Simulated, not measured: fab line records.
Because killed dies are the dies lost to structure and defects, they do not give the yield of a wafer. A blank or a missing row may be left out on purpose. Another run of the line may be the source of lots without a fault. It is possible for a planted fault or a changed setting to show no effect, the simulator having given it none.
A sampling plan put to the test + flow n5_finfet + one fab line, 44 faults that these records tell of, each judged on the records of the lots that it struck; 4 more are left out, because the records don't allow judging them
The line's own looks make up the plan; these are the steps of the route where a gauge or inspection reads the wafer and leaves it unchanged. Where struck wafers have a number at a look and the file lists that look's usual mean and standard deviation on fault-free wafers, the look can be judged. Caught: at a look after the fault's first step, the mean of the struck wafers lies 4 or more of those standard deviations (sigma) from the usual mean. On the tool: the fault's steps, tested the same way using the tool's own readings. Caught also covers a different recipe on the struck wafers, or a record left blank for those wafers only.

THE FAULTS, as the simulator had put them in
1. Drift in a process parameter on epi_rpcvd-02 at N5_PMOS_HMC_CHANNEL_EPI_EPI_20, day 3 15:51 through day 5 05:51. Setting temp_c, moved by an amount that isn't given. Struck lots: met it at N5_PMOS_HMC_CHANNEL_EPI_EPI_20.
2. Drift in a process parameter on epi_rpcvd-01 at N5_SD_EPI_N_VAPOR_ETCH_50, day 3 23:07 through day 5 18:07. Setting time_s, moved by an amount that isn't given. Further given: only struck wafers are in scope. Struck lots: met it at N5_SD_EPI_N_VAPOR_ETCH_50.
3. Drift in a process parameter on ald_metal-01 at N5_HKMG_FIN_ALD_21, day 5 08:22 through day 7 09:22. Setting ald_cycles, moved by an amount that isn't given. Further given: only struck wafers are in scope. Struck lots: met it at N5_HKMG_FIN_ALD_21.
4. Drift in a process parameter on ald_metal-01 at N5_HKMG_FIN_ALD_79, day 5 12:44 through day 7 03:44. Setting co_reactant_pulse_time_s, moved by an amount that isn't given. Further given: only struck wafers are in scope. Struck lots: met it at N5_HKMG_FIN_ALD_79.
5. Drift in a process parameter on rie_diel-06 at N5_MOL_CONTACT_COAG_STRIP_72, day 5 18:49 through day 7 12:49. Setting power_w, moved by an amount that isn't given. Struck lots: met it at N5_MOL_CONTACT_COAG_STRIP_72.
6. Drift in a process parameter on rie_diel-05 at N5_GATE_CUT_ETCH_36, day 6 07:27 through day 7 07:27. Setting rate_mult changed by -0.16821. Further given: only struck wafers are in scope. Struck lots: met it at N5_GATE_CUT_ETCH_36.
7. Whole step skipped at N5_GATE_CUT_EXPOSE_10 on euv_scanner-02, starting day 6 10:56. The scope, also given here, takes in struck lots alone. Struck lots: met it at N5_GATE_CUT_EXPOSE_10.
8. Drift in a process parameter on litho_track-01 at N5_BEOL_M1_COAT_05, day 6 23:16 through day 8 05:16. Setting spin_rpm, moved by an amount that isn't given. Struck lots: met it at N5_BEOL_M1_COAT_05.
9. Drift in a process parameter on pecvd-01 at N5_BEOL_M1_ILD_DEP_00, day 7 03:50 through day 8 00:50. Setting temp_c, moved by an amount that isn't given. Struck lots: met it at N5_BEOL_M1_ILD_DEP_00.
10. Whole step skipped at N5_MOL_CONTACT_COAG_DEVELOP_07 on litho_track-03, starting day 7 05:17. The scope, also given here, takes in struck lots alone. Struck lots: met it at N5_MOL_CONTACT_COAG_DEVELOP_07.
11. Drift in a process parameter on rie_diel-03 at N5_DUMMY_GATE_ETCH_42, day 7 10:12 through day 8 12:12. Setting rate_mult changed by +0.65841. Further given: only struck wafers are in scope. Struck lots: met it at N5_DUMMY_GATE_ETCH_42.
12. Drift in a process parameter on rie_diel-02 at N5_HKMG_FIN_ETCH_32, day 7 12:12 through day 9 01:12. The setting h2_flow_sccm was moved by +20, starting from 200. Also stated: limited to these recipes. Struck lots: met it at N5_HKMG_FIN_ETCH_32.
13. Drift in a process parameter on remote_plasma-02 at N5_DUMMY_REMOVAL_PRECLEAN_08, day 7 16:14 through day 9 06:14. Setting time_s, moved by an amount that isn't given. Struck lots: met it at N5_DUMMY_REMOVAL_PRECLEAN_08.
14. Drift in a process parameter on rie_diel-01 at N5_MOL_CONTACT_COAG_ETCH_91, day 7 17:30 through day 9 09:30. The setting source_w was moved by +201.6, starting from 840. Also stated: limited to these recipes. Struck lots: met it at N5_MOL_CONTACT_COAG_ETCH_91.
15. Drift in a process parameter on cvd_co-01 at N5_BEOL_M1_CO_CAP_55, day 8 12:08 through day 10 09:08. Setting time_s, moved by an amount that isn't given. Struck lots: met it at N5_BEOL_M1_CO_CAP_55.
16. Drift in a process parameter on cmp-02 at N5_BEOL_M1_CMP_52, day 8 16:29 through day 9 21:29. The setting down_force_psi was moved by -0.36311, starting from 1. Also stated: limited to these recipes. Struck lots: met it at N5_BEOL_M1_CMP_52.
17. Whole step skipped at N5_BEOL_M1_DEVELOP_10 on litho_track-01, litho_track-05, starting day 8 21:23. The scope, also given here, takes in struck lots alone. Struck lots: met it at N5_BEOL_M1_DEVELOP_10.
18. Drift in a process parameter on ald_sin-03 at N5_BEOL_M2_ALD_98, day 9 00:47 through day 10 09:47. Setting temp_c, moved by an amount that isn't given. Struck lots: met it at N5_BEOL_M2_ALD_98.
19. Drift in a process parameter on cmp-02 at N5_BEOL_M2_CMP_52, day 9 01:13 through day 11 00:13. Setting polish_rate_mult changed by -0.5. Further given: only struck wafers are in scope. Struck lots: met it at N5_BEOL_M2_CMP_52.
20. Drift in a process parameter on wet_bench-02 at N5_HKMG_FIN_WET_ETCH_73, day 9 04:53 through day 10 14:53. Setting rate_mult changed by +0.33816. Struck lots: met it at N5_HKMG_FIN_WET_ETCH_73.
21. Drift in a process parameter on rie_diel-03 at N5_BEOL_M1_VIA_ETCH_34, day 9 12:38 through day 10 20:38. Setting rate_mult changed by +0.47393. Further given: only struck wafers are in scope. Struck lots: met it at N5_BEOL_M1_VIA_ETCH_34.
22. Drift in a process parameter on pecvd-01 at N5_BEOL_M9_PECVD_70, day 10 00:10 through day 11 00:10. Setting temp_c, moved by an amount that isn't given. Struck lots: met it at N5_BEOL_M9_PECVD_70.
23. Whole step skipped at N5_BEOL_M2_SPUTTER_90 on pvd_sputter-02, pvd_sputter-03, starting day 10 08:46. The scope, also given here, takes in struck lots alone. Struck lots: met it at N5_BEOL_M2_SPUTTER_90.
24. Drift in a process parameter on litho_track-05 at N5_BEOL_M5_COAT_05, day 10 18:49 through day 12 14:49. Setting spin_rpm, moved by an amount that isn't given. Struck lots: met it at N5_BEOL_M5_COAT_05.
25. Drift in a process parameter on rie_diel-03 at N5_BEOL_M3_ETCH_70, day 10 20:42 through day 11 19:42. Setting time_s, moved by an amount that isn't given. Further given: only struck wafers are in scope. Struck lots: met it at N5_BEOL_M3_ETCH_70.
26. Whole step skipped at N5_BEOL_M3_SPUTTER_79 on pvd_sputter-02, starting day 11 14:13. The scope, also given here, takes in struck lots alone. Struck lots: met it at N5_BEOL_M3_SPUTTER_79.
27. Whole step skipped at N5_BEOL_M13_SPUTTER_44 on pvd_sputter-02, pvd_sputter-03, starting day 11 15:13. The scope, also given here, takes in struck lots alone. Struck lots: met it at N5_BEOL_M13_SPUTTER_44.
28. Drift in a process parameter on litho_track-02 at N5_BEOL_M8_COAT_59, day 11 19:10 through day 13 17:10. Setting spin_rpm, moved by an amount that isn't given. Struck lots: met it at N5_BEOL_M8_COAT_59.
29. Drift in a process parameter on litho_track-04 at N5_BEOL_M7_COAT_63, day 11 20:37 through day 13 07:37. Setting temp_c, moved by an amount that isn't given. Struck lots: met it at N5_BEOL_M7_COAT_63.
30. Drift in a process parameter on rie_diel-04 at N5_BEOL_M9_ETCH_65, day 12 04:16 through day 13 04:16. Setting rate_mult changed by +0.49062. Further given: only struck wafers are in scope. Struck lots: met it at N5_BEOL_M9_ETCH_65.
31. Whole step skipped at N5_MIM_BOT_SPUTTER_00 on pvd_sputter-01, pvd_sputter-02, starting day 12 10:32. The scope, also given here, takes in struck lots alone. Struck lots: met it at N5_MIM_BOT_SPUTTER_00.
32. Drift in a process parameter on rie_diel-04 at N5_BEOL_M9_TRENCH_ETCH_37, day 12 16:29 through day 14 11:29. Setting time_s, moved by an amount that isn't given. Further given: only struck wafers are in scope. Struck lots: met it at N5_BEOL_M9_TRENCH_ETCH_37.
33. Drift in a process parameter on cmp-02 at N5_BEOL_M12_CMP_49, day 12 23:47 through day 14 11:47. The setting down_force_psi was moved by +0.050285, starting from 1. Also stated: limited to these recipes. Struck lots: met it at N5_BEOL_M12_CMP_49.
34. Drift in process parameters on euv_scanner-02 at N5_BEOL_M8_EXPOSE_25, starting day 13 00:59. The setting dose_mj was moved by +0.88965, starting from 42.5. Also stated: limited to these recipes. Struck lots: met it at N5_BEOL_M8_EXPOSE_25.
35. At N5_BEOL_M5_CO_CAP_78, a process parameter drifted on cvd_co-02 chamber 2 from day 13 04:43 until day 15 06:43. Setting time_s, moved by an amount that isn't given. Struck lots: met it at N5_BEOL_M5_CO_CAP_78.
36. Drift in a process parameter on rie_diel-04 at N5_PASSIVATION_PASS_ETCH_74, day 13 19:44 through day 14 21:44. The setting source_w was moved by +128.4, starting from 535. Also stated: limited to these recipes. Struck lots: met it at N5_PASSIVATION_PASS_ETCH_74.
37. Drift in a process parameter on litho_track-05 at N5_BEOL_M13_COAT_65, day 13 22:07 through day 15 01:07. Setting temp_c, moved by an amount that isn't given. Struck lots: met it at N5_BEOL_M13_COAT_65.
38. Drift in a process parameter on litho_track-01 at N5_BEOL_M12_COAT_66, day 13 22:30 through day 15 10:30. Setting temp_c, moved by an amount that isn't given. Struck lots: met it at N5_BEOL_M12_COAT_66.
39. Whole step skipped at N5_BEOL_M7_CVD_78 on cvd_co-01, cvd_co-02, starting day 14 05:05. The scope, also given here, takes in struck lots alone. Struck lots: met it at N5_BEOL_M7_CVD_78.
40. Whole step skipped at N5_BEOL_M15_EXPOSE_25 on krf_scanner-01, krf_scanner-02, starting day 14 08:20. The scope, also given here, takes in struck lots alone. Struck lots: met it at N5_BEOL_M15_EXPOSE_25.
41. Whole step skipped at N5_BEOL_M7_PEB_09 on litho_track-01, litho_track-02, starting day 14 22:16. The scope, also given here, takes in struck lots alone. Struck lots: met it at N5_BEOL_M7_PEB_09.
42. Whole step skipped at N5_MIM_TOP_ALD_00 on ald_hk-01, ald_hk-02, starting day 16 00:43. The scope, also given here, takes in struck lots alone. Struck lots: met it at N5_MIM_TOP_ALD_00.
43. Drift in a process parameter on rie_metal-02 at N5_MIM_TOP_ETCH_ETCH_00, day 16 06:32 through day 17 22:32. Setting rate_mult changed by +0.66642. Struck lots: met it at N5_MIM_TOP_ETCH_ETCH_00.
44. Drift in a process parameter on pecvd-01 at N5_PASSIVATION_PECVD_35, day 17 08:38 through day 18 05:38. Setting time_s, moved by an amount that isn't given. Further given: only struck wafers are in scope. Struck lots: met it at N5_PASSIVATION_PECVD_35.

WHAT THE PLAN SAW
| fault | on the tool itself                               | first look that catches it                   | reading, sigma                                    | median hours from its first step to that look | hours from the fault's start to the first struck lot there | judged looks passed uncaught |
|-------|--------------------------------------------------|----------------------------------------------|---------------------------------------------------|-----------------------------------------------|------------------------------------------------------------|------------------------------|
| 1     | susceptor_temp_C -27 sigma                       | not the one look that can be judged after it | strongest: IOFF_P at N5_BEOL_M4_RC_MEAS_101, +2.2 | -                                             | -                                                          | 1                            |
| 2     | under 2 sigma                                    | N5_BEOL_M4_RC_MEAS_101                       | IOFF_N +7.6                                       | 123.7                                         | 127                                                        | 0                            |
| 3     | under 2 sigma                                    | not the one look that can be judged after it | -                                                 | -                                             | -                                                          | 1                            |
| 4     | under 2 sigma                                    | not the one look that can be judged after it | -                                                 | -                                             | -                                                          | 1                            |
| 5     | power_w -18 sigma                                | not the one look that can be judged after it | -                                                 | -                                             | -                                                          | 1                            |
| 6     | etch_rf_on_time_s +7.7 sigma                     | not the one look that can be judged after it | -                                                 | -                                             | -                                                          | 1                            |
| 7     | no reading that can be judged                    | no look after it can be judged               | -                                                 | -                                             | -                                                          | 0                            |
| 8     | spin_speed_rpm -89 sigma                         | not the one look that can be judged after it | -                                                 | -                                             | -                                                          | 1                            |
| 9     | susceptor_temp_C -7.5 sigma                      | not the one look that can be judged after it | -                                                 | -                                             | -                                                          | 1                            |
| 10    | the tool's record is blank for the struck wafers | no look after it can be judged               | -                                                 | -                                             | -                                                          | 0                            |
| 11    | oes_product_au +4.4 sigma                        | not the one look that can be judged after it | -                                                 | -                                             | -                                                          | 1                            |
| 12    | h2_flow_sccm +32 sigma                           | not the one look that can be judged after it | -                                                 | -                                             | -                                                          | 1                            |
| 13    | no reading that can be judged                    | not the one look that can be judged after it | -                                                 | -                                             | -                                                          | 1                            |
| 14    | rf_fwd_power_W +65 sigma                         | not the one look that can be judged after it | -                                                 | -                                             | -                                                          | 1                            |
| 15    | run_length_s +78 sigma                           | not the one look that can be judged after it | -                                                 | -                                             | -                                                          | 1                            |
| 16    | overpolish_run_s -99 or beyond sigma             | not the one look that can be judged after it | -                                                 | -                                             | -                                                          | 1                            |
| 17    | the tool's record is blank for the struck wafers | no look after it can be judged               | -                                                 | -                                             | -                                                          | 0                            |
| 18    | susceptor_temp_C -23 sigma                       | not the one look that can be judged after it | -                                                 | -                                             | -                                                          | 1                            |
| 19    | overpolish_run_s -99 or beyond sigma             | N5_BEOL_M2_THK_MEAS_53                       | M2_THK +85                                        | 0.3                                           | 2                                                          | 0                            |
| 20    | no reading that can be judged                    | N5_BEOL_M15_RC_MEAS_101                      | SERP_M13 +4.3                                     | 190.3                                         | 194                                                        | 0                            |
| 21    | only faintly: oes_product_au +3.7 sigma          | not the one look that can be judged after it | strongest: VT_N at N5_BEOL_M4_RC_MEAS_101, -2.1   | -                                             | -                                                          | 1                            |
| 22    | susceptor_temp_C +36 sigma                       | not the one look that can be judged after it | -                                                 | -                                             | -                                                          | 1                            |
| 23    | the tool's record is blank for the struck wafers | not the one look that can be judged after it | -                                                 | -                                             | -                                                          | 1                            |
| 24    | spin_speed_rpm +94 sigma                         | no look after it can be judged               | -                                                 | -                                             | -                                                          | 0                            |
| 25    | run_length_s +54 sigma                           | not the one look that can be judged after it | -                                                 | -                                             | -                                                          | 1                            |
| 26    | the tool's record is blank for the struck wafers | not the one look that can be judged after it | -                                                 | -                                             | -                                                          | 1                            |
| 27    | the tool's record is blank for the struck wafers | not the one look that can be judged after it | strongest: M13_RS at N5_BEOL_M13_RS_MEAS_54, -2.7 | -                                             | -                                                          | 1                            |
| 28    | spin_speed_rpm +99 or beyond sigma               | not the one look that can be judged after it | -                                                 | -                                             | -                                                          | 1                            |
| 29    | plate_temp_C -57 sigma                           | no look after it can be judged               | -                                                 | -                                             | -                                                          | 0                            |
| 30    | etch_rf_on_time_s -12 sigma                      | no look after it can be judged               | -                                                 | -                                             | -                                                          | 0                            |
| 31    | the tool's record is blank for the struck wafers | no look after it can be judged               | -                                                 | -                                             | -                                                          | 0                            |
| 32    | run_length_s +5.2 sigma                          | not the one look that can be judged after it | -                                                 | -                                             | -                                                          | 1                            |
| 33    | head_pressure_psi +24 sigma                      | no look after it can be judged               | -                                                 | -                                             | -                                                          | 0                            |
| 34    | exposure_dose_mJ_cm2 +16 sigma                   | no look after it can be judged               | -                                                 | -                                             | -                                                          | 0                            |
| 35    | run_length_s -90 sigma                           | no look after it can be judged               | -                                                 | -                                             | -                                                          | 0                            |
| 36    | rf_fwd_power_W +71 sigma                         | no look after it can be judged               | -                                                 | -                                             | -                                                          | 0                            |
| 37    | plate_temp_C +21 sigma                           | no look after it can be judged               | -                                                 | -                                             | -                                                          | 0                            |
| 38    | plate_temp_C -12 sigma                           | not the one look that can be judged after it | -                                                 | -                                             | -                                                          | 1                            |
| 39    | the tool's record is blank for the struck wafers | no look after it can be judged               | -                                                 | -                                             | -                                                          | 0                            |
| 40    | no reading that can be judged                    | no look after it can be judged               | -                                                 | -                                             | -                                                          | 0                            |
| 41    | the tool's record is blank for the struck wafers | no look after it can be judged               | -                                                 | -                                             | -                                                          | 0                            |
| 42    | the tool's record is blank for the struck wafers | no look after it can be judged               | -                                                 | -                                             | -                                                          | 0                            |
| 43    | only faintly: oes_product_au +2.5 sigma          | no look after it can be judged               | -                                                 | -                                             | -                                                          | 0                            |
| 44    | run_length_s -99 or beyond sigma                 | no look after it can be judged               | -                                                 | -                                             | -                                                          | 0                            |
A dash: the fault isn't caught, or these records don't give the number.

Caught at a look: 3 of 44. Caught on the tool: 35 of 44. By one or the other: 37 of 44.
On the tool alone, faults 1, 5, 6, 8, 9, 10, 11, 12, 14, 15, 16, 17, 18, 22, 23, 24, 25, 26, 27, 28, 29, 30, 31, 32, 33, 34, 35, 36, 37, 38, 39, 41, 42, 44 were caught.
Caught at a look alone: faults 2, 20.
Caught by neither: faults 3, 4, 7, 13, 21, 40, 43.

THINNER SAMPLING
In the worst case, this is how late the first struck lot would be measured if the look that catches a fault measured only every second or every third lot, by lot number:
| fault | struck lots at that look, in order of time | every lot | every second lot | every third lot |
|-------|--------------------------------------------|-----------|------------------|-----------------|
| 2     | L863, L864                                 | 127 h     | 129 h            | may miss all 2  |
| 19    | L723, L726, L730                           | 2 h       | 14 h             | may miss all 3  |
| 20    | L398                                       | 194 h     | may miss it      | may miss it     |
The hour figures run from when the fault began to the first measured lot among those it struck. The limit of 4 sigma was tested on all struck wafers together, so one lot alone may lie under it. Other struck lots may not be in these records.

THE LONGEST TIMED WAY FROM STEP TO LOOK
For fault 20, N5_HKMG_FIN_WET_ETCH_73 and N5_BEOL_M15_RC_MEAS_101 are separated by a median of 190.3 hours. No look between them can be judged.
